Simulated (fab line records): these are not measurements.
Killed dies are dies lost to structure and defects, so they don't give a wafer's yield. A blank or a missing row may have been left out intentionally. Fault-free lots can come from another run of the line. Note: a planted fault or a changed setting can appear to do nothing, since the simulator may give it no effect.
fab line records	flow nand_harc
record lots=24	wafers=72	last_day=34
route steps=1302 shown P_GATE@175 P_CONTACT@252 P_M0@263 P_M1@302
lots with no fault: from the same line, run without faults
start_h: hours from the record's first day to the start of the lot's first wafer shown	wait_h: time in hours since the lot's previous step	" repeats the value in the row above	L1.1+2: a single row standing in for several wafers	- value missing, or start not given	* or withheld: withheld	< > ~ a bound
route shown NAME@n: a module of which the file shows steps, and the number in the route of the first	usual: mean/standard deviation taken from wafers without a fault	same: alike in all rows	chamber/n: place in a boat	sites: readings site by site	_std_site: how widely they spread, as a standard deviation	_edge_site: the outer-site mean with the inner-site mean subtracted	radius_mm: how far each site lies from the wafer's centre	mask NAME#n: copy n	behind: the most recent tool/chamber to have shaped the wafer	hold: why the lot went on hold/how many hours it stayed there/how the hold came to an end	device: which transistor (n, p or np) failed to switch	end of line: the same wafers' tests at the end of the route	a step without rows: its recipe alone	killed: not the wafer's yield, but the dies lost to structure and defects at the first sort	map: the dies of a wafer, with x for killed, . for not killed, _ for no die there
set.NAME: the setting the step ran with; set.NAME@STEP: the setting that earlier step ran with	model.NAME: the simulator's own value behind a step, which no gauge read
one table for each step of the route and one row for each wafer, over a sample of lots
services: when a tool's chamber went out of use (start_h, in hours from the record's first day, below 0 if earlier), for how many hours, and the reason
## steps
# step NHARC_P_GATE_STRIP_75
# recipe power_w=1500	temp_c=250	chemistry=O2
# usual drypump_motor_current_A=5.7/0.37	heater_power_w=324/36	rf_refl_power_W=21/4
lot.wafer	tool	chamber	start_h	wait_h	drypump_motor_current_A	heater_power_w	rf_hours_counter_h	rf_refl_power_W
L075.2	plasma_asher-02	0	118.45	0.3	5.9	311	9	18
L075.3	"	1	"	"	5.2	298	-	19
L075.6	"	1	"	"	5.3	300	-	19
L074.2	plasma_asher-01	0	118.99	0.2	5.3	382	28	25
L074.4	"	1	"	"	6.1	341	-	27
L074.5	"	0	"	"	5.3	379	-	23
L076.1	plasma_asher-01	0	131.73	0.2	5.4	390	32	23
L076.2	"	1	"	"	6.1	336	32	28
L076.3	"	1	"	"	6.1	345	-	28
L077.1	plasma_asher-02	1	150.16	0.3	5.2	296	17	19
L077.4	"	0	"	"	6.0	304	-	18
L077.5	"	1	"	"	5.3	294	-	20
L078.2	plasma_asher-01	0	152.57	0.3	5.3	397	35	23
L078.4	"	1	"	"	6.1	337	-	28
L078.6	"	1	"	"	6.1	333	-	28
L079.1	plasma_asher-01	1	161.84	0.2	6.1	337	37	29
L079.2	"	0	"	"	5.3	388	37	24
L079.4	"	0	"	"	5.3	385	-	22
L080.2	plasma_asher-02	1	171.83	0.2	5.2	295	23	19
L080.1	"	0	"	"	6.0	293	23	19
L080.6	"	0	"	"	6.0	301	-	18
L081.1	plasma_asher-02	0	176.00	0.2	6.0	299	25	17
L081.3	"	1	"	"	5.2	292	-	19
L081.4	"	0	"	"	6.0	310	-	18
L082.4	plasma_asher-01	1	189.35	0.2	6.1	358	-	30
L082.6	"	1	"	"	6.1	356	-	28
L082.5	"	0	"	"	5.3	383	-	25
L083.3	plasma_asher-02	0	194.33	0.1	6.0	298	-	18
L083.5	"	1	"	"	5.3	296	-	19
L083.6	"	0	"	"	6.0	298	-	18
L084.2	plasma_asher-02	0	209.71	0.2	6.0	302	31	18
L084.6	"	1	"	"	5.3	292	-	19
L084.5	"	0	"	"	6.0	299	-	18
L085.3	plasma_asher-02	1	216.77	0.2	5.3	294	-	20
L085.4	"	0	"	"	6.0	298	-	17
L085.5	"	0	"	"	6.0	300	-	18
L086.1	plasma_asher-02	0	239.38	0.3	5.9	301	37	18
L086.3	"	0	"	"	6.0	303	-	18
L086.6	"	1	"	"	5.3	301	-	18
L087.1	plasma_asher-01	0	255.32	0.3	5.3	386	16	24
L087.3	"	1	"	"	6.1	349	-	28
L087.5	"	1	"	"	6.1	342	-	29
L088.1	plasma_asher-01	0	256.25	0.3	5.4	391	17	25
L088.3	"	0	"	"	5.3	405	-	25
L088.4	"	1	"	"	6.1	353	-	27
L089.2	plasma_asher-02	0	263.52	0.3	6.0	310	1	17
L089.4	"	0	"	"	6.0	306	-	18
L089.3	"	1	"	"	5.3	295	-	19
L090.1	plasma_asher-02	0	276.98	0.2	6.0	305	3	18
L090.2	"	1	"	"	5.3	292	3	19
L090.6	"	1	"	"	5.3	280	-	19
L091.2	plasma_asher-01	1	290.76	0.2	6.2	344	24	30
L091.4	"	0	"	"	5.4	395	-	23
L091.5	"	0	"	"	5.3	387	-	23
L092.2	plasma_asher-02	0	299.10	0.2	6.0	319	8	19
L092.1	"	1	"	"	5.2	288	8	20
L092.4	"	0	"	"	6.0	310	-	18
L093.3	plasma_asher-02	1	305.68	0.2	5.3	299	-	19
L093.4	"	0	"	"	6.0	308	-	18
L093.5	"	1	"	"	5.3	290	-	19
L094.1	plasma_asher-02	1	309.54	0.3	5.3	295	11	19
L094.3	"	1	"	"	5.3	282	-	20
L094.4	"	0	"	"	6.0	313	-	19
L095.4	plasma_asher-01	1	321.12	0.1	6.1	346	-	29
L095.5	"	0	"	"	5.4	391	-	23
L095.6	"	1	"	"	6.1	342	-	29
L096.2	plasma_asher-02	1	330.64	0.3	5.3	292	15	20
L096.1	"	0	"	"	6.0	304	15	18
L096.5	"	0	"	"	6.0	311	-	17
L097.2	plasma_asher-02	0	335.64	0.3	6.0	307	16	18
L097.4	"	0	"	"	6.0	314	-	18
L097.6	"	0	"	"	6.0	309	-	18
# step NHARC_P_GATE_RTA_82
# recipe temp_c=450	time_s=30
# usual anneal_temp_c_max=452.8/0.83	lamp_power_pct=3.87/0.11	lamp_zone_2_pct=3.87/0.11	wafer_temp_C_max=452.6/0.56
lot.wafer	tool	chamber	start_h	wait_h	anneal_temp_c_max	lamp_power_pct	lamp_zone_2_pct	wafer_temp_C_max
L075.2	rtp_anneal-01	0	123.74	-	454.8	4.00	4.02	452.7
L075.3	"	0	"	"	453.7	4.02	4.01	452.3
L075.6	"	0	"	"	453.3	4.01	4.01	452.1
L074.2	rtp_anneal-02	0	124.61	-	452.0	3.78	3.78	452.1
L074.4	"	0	"	"	452.1	3.78	3.78	452.8
L074.5	"	0	"	"	451.8	3.78	3.79	453.3
L076.1	rtp_anneal-02	0	137.42	-	452.0	3.78	3.78	453.1
L076.2	"	0	"	"	452.8	3.78	3.78	452.2
L076.3	"	0	"	"	451.9	3.78	3.79	452.5
L077.1	rtp_anneal-01	0	155.89	-	453.9	4.01	4.01	452.2
L077.4	"	0	"	"	454.3	4.01	4.02	453.4
L077.5	"	0	"	"	453.7	4.01	4.02	452.8
L078.2	rtp_anneal-02	0	158.05	-	452.2	3.78	3.78	453.6
L078.4	"	0	"	"	453.1	3.78	3.78	452.7
L078.6	"	0	"	"	452.3	3.78	3.79	452.8
L079.1	rtp_anneal-01	0	167.61	-	453.8	4.02	4.01	453.3
L079.2	"	0	"	"	454.7	4.01	4.01	452.2
L079.4	"	0	"	"	453.7	4.01	4.01	452.4
L080.1	rtp_anneal-01	0	177.23	-	453.2	4.01	4.01	452.0
L080.2	"	0	"	"	454.0	4.02	4.01	451.8
L080.6	"	0	"	"	453.3	4.01	4.01	452.3
L081.1	rtp_anneal-02	0	181.38	-	452.6	3.79	3.78	453.0
L081.3	"	0	"	"	452.0	3.78	3.79	453.1
L081.4	"	0	"	"	452.2	3.78	3.78	452.5
L082.4	rtp_anneal-02	0	194.81	-	452.5	3.78	3.79	452.7
L082.5	"	0	"	"	452.2	3.78	3.79	453.0
L082.6	"	0	"	"	452.2	3.79	3.78	452.8
L083.3	rtp_anneal-01	0	200.02	-	453.0	4.02	4.01	452.5
L083.5	"	0	"	"	454.6	4.01	4.00	451.8
L083.6	"	0	"	"	453.1	4.02	4.01	451.7
L084.2	rtp_anneal-02	0	215.11	-	452.3	3.78	3.79	452.6
L084.5	"	0	"	"	453.1	3.78	3.79	452.7
L084.6	"	0	"	"	453.0	3.78	3.79	453.1
L085.3	rtp_anneal-01	0	222.05	-	453.3	4.00	4.01	452.4
L085.4	"	0	"	"	453.4	4.01	4.01	452.5
L085.5	"	0	"	"	452.8	4.01	4.00	452.2
L086.1	rtp_anneal-02	0	244.89	-	451.5	3.79	3.79	452.2
L086.3	"	0	"	"	452.4	3.78	3.79	452.1
L086.6	"	0	"	"	452.3	3.78	3.78	453.4
L087.1	rtp_anneal-02	0	260.98	-	452.2	3.78	3.78	452.7
L087.3	"	0	"	"	452.3	3.78	3.79	452.3
L087.5	"	0	"	"	452.6	3.79	3.78	451.9
L088.1	rtp_anneal-02	0	261.80	-	453.0	3.78	3.78	451.9
L088.3	"	0	"	"	452.0	3.78	3.79	453.0
L088.4	"	0	"	"	453.0	3.78	3.78	452.4
L089.2	rtp_anneal-02	0	273.07	-	452.4	3.78	3.78	453.4
L089.3	"	0	"	"	452.0	3.78	3.78	453.6
L089.4	"	0	"	"	452.5	3.78	3.79	452.1
L090.1	rtp_anneal-02	0	282.37	-	452.0	3.78	3.78	453.8
L090.2	"	0	"	"	452.8	3.78	3.78	452.8
L090.6	"	0	"	"	452.5	3.79	3.78	451.7
L091.2	rtp_anneal-02	0	296.04	-	453.3	3.79	3.78	452.5
L091.4	"	0	"	"	452.8	3.79	3.78	453.6
L091.5	"	0	"	"	452.2	3.78	3.79	453.1
L092.1	rtp_anneal-02	0	304.52	-	452.0	3.78	3.78	453.5
L092.2	"	0	"	"	452.2	3.79	3.78	453.4
L092.4	"	0	"	"	452.5	3.78	3.79	452.5
L093.3	rtp_anneal-02	0	311.27	-	452.6	3.78	3.78	453.4
L093.4	"	0	"	"	452.0	3.79	3.78	453.6
L093.5	"	0	"	"	452.4	3.78	3.78	452.2
L094.1	rtp_anneal-02	0	314.95	-	451.9	3.79	3.78	452.3
L094.3	"	0	"	"	451.7	3.78	3.78	452.4
L094.4	"	0	"	"	452.6	3.78	3.78	453.3
L095.4	rtp_anneal-01	0	326.73	-	452.7	4.01	4.01	452.0
L095.5	"	0	"	"	454.2	4.01	4.02	452.0
L095.6	"	0	"	"	454.1	4.01	4.01	452.1
L096.1	rtp_anneal-01	0	336.15	-	453.9	4.01	4.01	451.7
L096.2	"	0	"	"	453.4	4.01	4.01	451.9
L096.5	"	0	"	"	453.9	4.01	4.01	452.8
L097.2	rtp_anneal-01	0	341.05	-	453.4	4.01	4.01	451.9
L097.4	"	0	"	"	453.3	4.01	4.01	453.0
L097.6	"	0	"	"	453.2	4.01	4.01	452.4
# step NHARC_P_CONTACT_INSPECT_27
# usual raw_defect_count=292/130
lot.wafer	tool	chamber	start_h	wait_h	raw_defect_count
L075.2	defect_inspect-02	-	128.78	0.1	215
L075.3	"	-	"	"	137
L075.6	"	-	"	"	170
L074.2	defect_inspect-02	-	129.66	0.1	306
L074.4	"	-	"	"	249
L074.5	"	-	"	"	287
L076.1	defect_inspect-01	-	142.52	0.1	343
L076.2	"	-	"	"	240
L076.3	"	-	"	"	220
L077.1	defect_inspect-02	-	160.99	0.1	324
L077.4	"	-	"	"	650
L077.5	"	-	"	"	258
L078.2	defect_inspect-01	-	163.68	0.1	172
L078.4	"	-	"	"	274
L078.6	"	-	"	"	258
L079.1	defect_inspect-02	-	172.64	0.1	146
L079.2	"	-	"	"	240
L079.4	"	-	"	"	115
L080.1	defect_inspect-02	-	182.20	0.1	275
L080.2	"	-	"	"	274
L080.6	"	-	"	"	341
L081.1	defect_inspect-02	-	186.45	0.1	303
L081.3	"	-	"	"	175
L081.4	"	-	"	"	166
L082.4	defect_inspect-01	-	199.83	0.1	469
L082.5	"	-	"	"	567
L082.6	"	-	"	"	507
L083.3	defect_inspect-01	-	205.20	0.1	165
L083.5	"	-	"	"	264
L083.6	"	-	"	"	136
L084.2	defect_inspect-02	-	220.03	0.1	271
L084.5	"	-	"	"	215
L084.6	"	-	"	"	279
L085.3	defect_inspect-01	-	226.94	0.1	284
L085.4	"	-	"	"	329
L085.5	"	-	"	"	474
L086.1	defect_inspect-02	-	249.95	0.1	174
L086.3	"	-	"	"	112
L086.6	"	-	"	"	184
L087.1	defect_inspect-01	-	266.04	0.1	342
L087.3	"	-	"	"	261
L087.5	"	-	"	"	320
L088.1	defect_inspect-02	-	266.91	0.1	153
L088.3	"	-	"	"	130
L088.4	"	-	"	"	165
L089.2	defect_inspect-02	-	277.98	0.1	378
L089.3	"	-	"	"	131
L089.4	"	-	"	"	192
L090.1	defect_inspect-02	-	287.86	0.1	374
L090.2	"	-	"	"	227
L090.6	"	-	"	"	321
L091.2	defect_inspect-02	-	301.08	0.1	670
L091.4	"	-	"	"	587
L091.5	"	-	"	"	514
L092.1	defect_inspect-02	-	309.60	0.1	201
L092.2	"	-	"	"	228
L092.4	"	-	"	"	198
L093.3	defect_inspect-02	-	316.16	0.1	184
L093.4	"	-	"	"	153
L093.5	"	-	"	"	190
L094.1	defect_inspect-01	-	319.91	0.1	135
L094.3	"	-	"	"	182
L094.4	"	-	"	"	159
L095.4	defect_inspect-02	-	331.75	0.1	229
L095.5	"	-	"	"	198
L095.6	"	-	"	"	392
L096.1	defect_inspect-01	-	341.20	0.1	227
L096.2	"	-	"	"	565
L096.5	"	-	"	"	394
L097.2	defect_inspect-01	-	346.06	0.1	479
L097.4	"	-	"	"	366
L097.6	"	-	"	"	298
# step NHARC_P_M0_CD_MEAS_09
# recipe target_cd_nm=90	landing_energy_ev=500
# usual cd_nm=90.0/0.85
lot.wafer	tool	chamber	start_h	wait_h	cd_nm
L075.2	cd_sem-02	0	129.68	-	92.0
L075.3	"	0	"	"	92.2
L075.6	"	0	"	"	91.2
L074.2	cd_sem-03	0	130.44	-	90.0
L074.4	"	0	"	"	89.9
L074.5	"	0	"	"	90.5
L076.1	cd_sem-02	0	143.41	-	89.6
L076.2	"	0	"	"	90.1
L076.3	"	0	"	"	88.9
L077.1	cd_sem-02	0	161.76	-	89.3
L077.4	"	0	"	"	90.0
L077.5	"	0	"	"	90.0
L078.2	cd_sem-02	0	164.45	-	88.7
L078.4	"	0	"	"	89.7
L078.6	"	0	"	"	89.7
L079.1	cd_sem-03	0	173.62	-	90.7
L079.2	"	0	"	"	89.9
L079.4	"	0	"	"	90.2
L080.1	cd_sem-01	0	182.98	-	89.5
L080.2	"	0	"	"	89.9
L080.6	"	0	"	"	88.8
L081.1	cd_sem-03	0	187.36	-	90.3
L081.3	"	0	"	"	91.0
L081.4	"	0	"	"	91.0
L082.4	cd_sem-03	0	200.87	-	90.3
L082.5	"	0	"	"	89.0
L082.6	"	0	"	"	88.8
L083.3	cd_sem-03	0	206.10	-	90.5
L083.5	"	0	"	"	90.9
L083.6	"	0	"	"	90.0
L084.2	cd_sem-01	0	220.94	-	89.7
L084.5	"	0	"	"	89.7
L084.6	"	0	"	"	89.9
L085.3	cd_sem-01	0	227.71	-	91.6
L085.4	"	0	"	"	90.5
L085.5	"	0	"	"	90.3
L086.1	cd_sem-03	0	250.87	-	89.0
L086.3	"	0	"	"	89.6
L086.6	"	0	"	"	88.8
L087.1	cd_sem-03	0	266.97	-	88.8
L087.3	"	0	"	"	88.8
L087.5	"	0	"	"	89.9
L088.1	cd_sem-03	0	267.81	-	89.7
L088.3	"	0	"	"	88.7
L088.4	"	0	"	"	88.5
L089.2	cd_sem-03	0	278.76	-	90.6
L089.3	"	0	"	"	90.8
L089.4	"	0	"	"	91.0
L090.1	cd_sem-03	0	288.77	-	89.9
L090.2	"	0	"	"	89.7
L090.6	"	0	"	"	89.6
L091.2	cd_sem-02	0	301.87	-	89.0
L091.4	"	0	"	"	89.1
L091.5	"	0	"	"	89.4
L092.1	cd_sem-02	0	310.51	-	88.2
L092.2	"	0	"	"	89.4
L092.4	"	0	"	"	89.2
L093.3	cd_sem-02	0	317.06	-	90.6
L093.4	"	0	"	"	91.0
L093.5	"	0	"	"	90.3
L094.1	cd_sem-03	0	320.68	-	89.8
L094.3	"	0	"	"	89.2
L094.4	"	0	"	"	89.5
L095.4	cd_sem-03	0	332.53	-	89.7
L095.5	"	0	"	"	89.8
L095.6	"	0	"	"	89.7
L096.1	cd_sem-01	0	342.10	-	89.2
L096.2	"	0	"	"	89.3
L096.5	"	0	"	"	90.0
L097.2	cd_sem-01	0	346.86	-	91.3
L097.4	"	0	"	"	91.3
L097.6	"	0	"	"	91.7
# step NHARC_P_M0_DEGAS_28
# recipe temp_c=250	time_s=60
# usual heater_power_w=345/30	susceptor_temp_C=249.99/0.17
lot.wafer	tool	chamber	start_h	wait_h	heater_power_w	susceptor_temp_C
L075.2	pvd_sputter-02	-	130.79	-	316	250.01
L075.3	"	-	"	"	386	249.95
L075.6	"	-	"	"	323	249.92
L074.2	pvd_sputter-03	-	131.55	-	339	249.97
L074.4	"	-	"	"	379	249.90
L074.5	"	-	"	"	380	250.16
L076.3	pvd_sputter-02	-	144.52	-	322	-
L076.1	"	-	"	"	329	-
L076.2	"	-	"	"	332	-
L077.1	pvd_sputter-02	-	162.87	-	396	249.71
L077.4	"	-	"	"	313	249.97
L077.5	"	-	"	"	346	249.78
L078.4	pvd_sputter-02	-	165.56	-	344	249.90
L078.2	"	-	"	"	388	249.99
L078.6	"	-	"	"	387	249.88
L079.1	pvd_sputter-02	-	174.74	-	389	250.34
L079.4	"	-	"	"	330	250.10
L079.2	"	-	"	"	325	250.17
L080.2	pvd_sputter-03	-	184.08	-	312	249.88
L080.1	"	-	"	"	374	249.82
L080.6	"	-	"	"	346	249.79
L081.1	pvd_sputter-03	-	188.47	-	384	-
L081.4	"	-	"	"	320	-
L081.3	"	-	"	"	332	-
L082.4	pvd_sputter-01	-	202.00	-	373	249.89
L082.6	"	-	"	"	281	250.03
L082.5	"	-	"	"	366	249.89
L083.3	pvd_sputter-03	-	207.23	-	374	250.26
L083.6	"	-	"	"	367	249.80
L083.5	"	-	"	"	305	250.06
L084.2	pvd_sputter-02	-	222.05	-	390	250.32
L084.6	"	-	"	"	340	249.90
L084.5	"	-	"	"	379	250.11
L085.3	pvd_sputter-03	-	228.81	-	384	250.19
L085.4	"	-	"	"	340	249.93
L085.5	"	-	"	"	378	249.91
L086.3	pvd_sputter-01	-	252.18	-	292	250.18
L086.1	"	-	"	"	339	249.88
L086.6	"	-	"	"	360	249.62
L087.1	pvd_sputter-02	-	268.17	-	315	250.03
L087.3	"	-	"	"	399	250.05
L087.5	"	-	"	"	322	249.78
L088.3	pvd_sputter-01	-	268.98	-	283	249.56
L088.1	"	-	"	"	342	250.25
L088.4	"	-	"	"	371	249.80
L089.2	pvd_sputter-02	-	279.86	-	337	-
L089.3	"	-	"	"	322	-
L089.4	"	-	"	"	316	-
L090.2	pvd_sputter-01	-	289.89	-	356	249.96
L090.1	"	-	"	"	380	250.13
L090.6	"	-	"	"	285	250.22
L091.2	pvd_sputter-03	-	302.97	-	380	249.85
L091.4	"	-	"	"	317	249.82
L091.5	"	-	"	"	313	249.91
L092.4	pvd_sputter-01	-	311.64	-	335	249.96
L092.2	"	-	"	"	377	250.22
L092.1	"	-	"	"	360	250.18
L093.3	pvd_sputter-01	-	318.26	-	349	249.97
L093.4	"	-	"	"	284	249.94
L093.5	"	-	"	"	344	249.91
L094.3	pvd_sputter-02	-	322.17	-	343	249.94
L094.4	"	-	"	"	312	250.01
L094.1	"	-	"	"	344	250.20
L095.4	pvd_sputter-01	-	333.64	-	359	249.92
L095.5	"	-	"	"	364	249.87
L095.6	"	-	"	"	348	250.09
L096.1	pvd_sputter-02	-	343.26	-	340	249.92
L096.2	"	-	"	"	362	249.90
L096.5	"	-	"	"	370	249.89
L097.2	pvd_sputter-01	-	348.11	-	346	249.93
L097.4	"	-	"	"	355	250.14
L097.6	"	-	"	"	345	250.18
# step NHARC_P_M1_STRIP_18
# recipe power_w=1000	n2_flow_sccm=150	h2_flow_sccm=150	ar_flow_sccm=0	bias_w=0	chemistry=N2/H2
# usual drypump_motor_current_A=5.7/0.48	h2_flow_sccm=150.0/0.52	oes_product_au=0.999/0.012	rf_vpp_V=90.9/0.88	showerhead_plenum_p_Torr=2.07/0.078	throttle_valve_pct=14.171/0.0091
lot.wafer	tool	chamber	start_h	wait_h	drypump_motor_current_A	h2_flow_sccm	oes_product_au	rf_hours_counter_h	rf_vpp_V	showerhead_plenum_p_Torr	throttle_valve_pct
L075.2	rie_diel-03	0	134.31	0.1	5.9	150.0	1.016	2	90.3	2.13	14.153
L075.3	"	1	"	"	5.0	149.6	1.020	1	91.1	1.99	14.167
L075.6	"	3	"	"	5.5	150.8	0.993	-	89.7	2.12	14.181
L074.2	rie_diel-03	1	135.16	0.1	5.0	150.2	1.032	1	90.2	1.99	14.181
L074.4	"	0	"	"	6.0	150.3	1.004	-	91.9	2.13	14.174
L074.5	"	1	"	"	5.0	150.0	1.017	-	89.6	1.99	14.161
L076.1	rie_diel-06	3	148.30	0.1	5.9	150.3	0.997	1	89.8	2.02	14.167
L076.3	"	0	"	"	5.9	150.1	0.995	1	90.9	2.08	14.161
L076.2	"	1	"	"	5.7	150.2	0.994	1	92.9	2.14	14.159
L077.4	rie_diel-03	3	166.33	0.1	5.4	150.1	0.993	4	91.4	2.12	14.164
L077.1	"	0	"	"	5.9	150.5	0.993	4	91.5	2.13	14.175
L077.5	"	0	"	"	5.9	150.6	1.004	-	91.9	2.13	14.175
L078.2	rie_diel-06	1	169.10	0.1	5.7	150.8	0.985	3	92.6	2.14	14.179
L078.4	"	1	"	"	5.7	151.8	1.001	-	91.9	2.14	14.154
L078.6	"	2	"	"	6.7	150.1	0.985	-	91.7	1.95	14.179
L079.2	rie_diel-06	0	178.25	0.1	5.9	149.6	1.001	4	90.8	2.08	14.171
L079.1	"	1	"	"	5.7	149.7	1.007	4	90.9	2.14	14.176
L079.4	"	0	"	"	5.9	149.7	0.996	-	89.6	2.08	14.177
L080.2	rie_diel-03	3	187.73	0.1	5.4	149.5	0.994	7	91.3	2.12	14.168
L080.1	"	2	"	"	5.1	149.7	0.992	6	89.7	2.17	14.175
L080.6	"	3	"	"	5.4	149.2	0.996	-	89.9	2.12	14.168
L081.4	rie_diel-12	1	191.97	0.1	5.2	149.8	1.014	27	90.0	1.88	14.181
L081.3	"	3	"	"	5.1	150.5	1.009	33	90.7	1.95	14.178
L081.1	"	0	"	"	6.1	150.0	0.991	28	89.6	2.19	14.167
L082.4	rie_diel-06	2	205.67	0.1	6.7	148.9	0.988	5	90.5	1.95	14.164
L082.5	"	2	"	"	6.7	150.2	0.992	-	91.2	1.95	14.167
L082.6	"	3	"	"	5.9	149.6	0.989	-	90.8	2.02	14.168
L083.3	rie_diel-03	1	210.79	0.1	5.0	150.0	1.014	8	90.1	1.99	14.180
L083.5	"	3	"	"	5.5	150.3	0.988	-	90.8	2.12	14.147
L083.6	"	0	"	"	5.9	150.3	0.988	-	90.9	2.13	14.168
L084.2	rie_diel-03	3	225.60	0.1	5.4	149.8	1.003	9	91.0	2.12	14.180
L084.5	"	2	"	"	5.2	150.6	0.993	-	91.0	2.17	14.157
L084.6	"	3	"	"	5.4	149.6	0.996	-	90.8	2.12	14.179
L085.4	rie_diel-06	1	232.38	0.1	5.7	150.6	1.009	9	90.9	2.14	14.173
L085.3	"	2	"	"	6.7	149.9	0.992	8	90.6	1.94	14.175
L085.5	"	3	"	"	5.9	149.3	1.000	-	90.3	2.01	14.160
L086.3	rie_diel-06	0	255.70	0.1	5.9	150.4	1.005	10	91.4	2.08	14.154
L086.1	"	1	"	"	5.7	150.1	0.996	11	91.6	2.14	14.168
L086.6	"	0	"	"	5.9	149.3	1.004	-	92.7	2.08	14.180
L087.1	rie_diel-03	1	271.71	0.1	5.0	149.8	1.015	11	89.9	1.99	14.170
L087.3	"	0	"	"	6.0	149.8	1.009	11	91.6	2.13	14.163
L087.5	"	1	"	"	5.0	151.0	1.023	-	90.2	1.99	14.173
L088.3	rie_diel-06	2	272.55	0.1	6.7	150.7	0.985	11	90.1	1.94	14.176
L088.1	"	3	"	"	5.9	149.3	1.008	8	88.9	2.01	14.171
L088.4	"	0	"	"	5.9	148.9	1.010	12	89.5	2.08	14.165
L089.2	rie_diel-06	1	283.38	0.1	5.7	150.1	1.002	13	92.3	2.13	14.159
L089.4	"	3	"	"	5.9	151.0	1.021	9	89.5	2.01	14.183
L089.3	"	0	"	"	5.9	150.1	1.002	13	90.4	2.08	14.156
L090.1	rie_diel-03	1	293.48	0.1	5.0	150.5	0.998	0	90.7	1.99	14.169
L090.2	"	2	"	"	5.1	150.6	1.007	0	90.5	2.17	14.178
L090.6	"	1	"	"	5.0	151.6	0.981	-	90.1	1.99	14.161
L091.2	rie_diel-03	2	306.46	0.1	5.2	150.6	1.003	1	91.8	2.17	14.183
L091.4	"	1	"	"	5.0	150.0	0.977	-	90.2	1.99	14.172
L091.5	"	0	"	"	5.9	150.9	1.007	-	91.5	2.13	14.182
L092.1	rie_diel-03	2	315.19	0.1	5.2	149.1	0.996	1	90.6	2.17	14.176
L092.4	"	0	"	"	5.9	149.9	1.021	1	91.0	2.13	14.191
L092.2	"	1	"	"	5.0	150.2	0.990	1	90.7	1.99	14.172
L093.3	rie_diel-06	3	321.62	0.1	5.9	149.9	0.994	0	90.1	2.01	14.167
L093.4	"	2	"	"	6.7	149.6	1.003	0	91.2	1.94	14.158
L093.5	"	3	"	"	5.9	150.6	0.987	-	91.2	2.01	14.173
L094.4	rie_diel-03	0	325.63	0.1	5.9	149.3	1.018	1	91.5	2.13	14.172
L094.1	"	1	"	"	5.0	149.8	0.987	2	90.4	1.99	14.181
L094.3	"	2	"	"	5.2	150.2	1.001	2	91.2	2.17	14.171
L095.4	rie_diel-03	1	337.24	0.1	5.0	150.4	0.990	3	91.2	1.99	14.162
L095.5	"	2	"	"	5.2	149.6	1.016	-	92.5	2.17	14.164
L095.6	"	3	"	"	5.4	149.4	0.985	-	92.0	2.12	14.160
L096.2	rie_diel-06	2	346.81	0.1	6.7	150.0	0.980	2	89.9	1.94	14.165
L096.1	"	0	"	"	5.9	150.7	0.984	2	91.5	2.08	14.172
L096.5	"	2	"	"	6.7	149.6	0.985	-	90.5	1.94	14.179
L097.2	rie_diel-06	1	351.68	0.1	5.7	150.4	0.988	3	90.6	2.13	14.170
L097.4	"	2	"	"	6.7	149.5	0.979	3	90.0	1.94	14.154
L097.6	"	0	"	"	5.9	150.6	0.991	-	91.5	2.08	14.181
## services
tool	chamber	start_h	hours	kind
pvd_sputter-02	-	104.00	10.0	pm
rie_diel-03	-	104.30	9.0	pm
rie_diel-06	-	130.20	9.0	pm
rie_diel-03	2	133.84	2.6	repair
rie_diel-06	2	150.80	9.8	repair
rie_diel-06	3	158.73	35.5	repair
plasma_asher-01	-	165.00	9.0	pm
rie_diel-06	2	177.92	1.8	repair
rie_diel-03	3	191.86	1.6	repair
rie_diel-03	1	194.16	2.6	repair
plasma_asher-01	-	210.01	1.6	repair
pvd_sputter-02	-	228.26	4.6	repair
plasma_asher-01	-	242.89	1.1	repair
rie_diel-03	-	243.59	0.1	repair
plasma_asher-02	-	249.08	9.0	pm
rie_diel-03	-	254.66	0.1	repair
rie_diel-03	3	266.46	11.2	repair
rie_diel-03	-	281.30	9.0	pm
pvd_sputter-02	-	282.00	10.0	pm
rie_diel-06	3	291.71	6.7	repair
rie_diel-03	3	304.22	4.9	repair
rie_diel-03	-	306.85	1.1	repair
rie_diel-06	-	307.21	9.0	pm
rie_diel-03	0	344.85	2.5	repair
## key
fault none
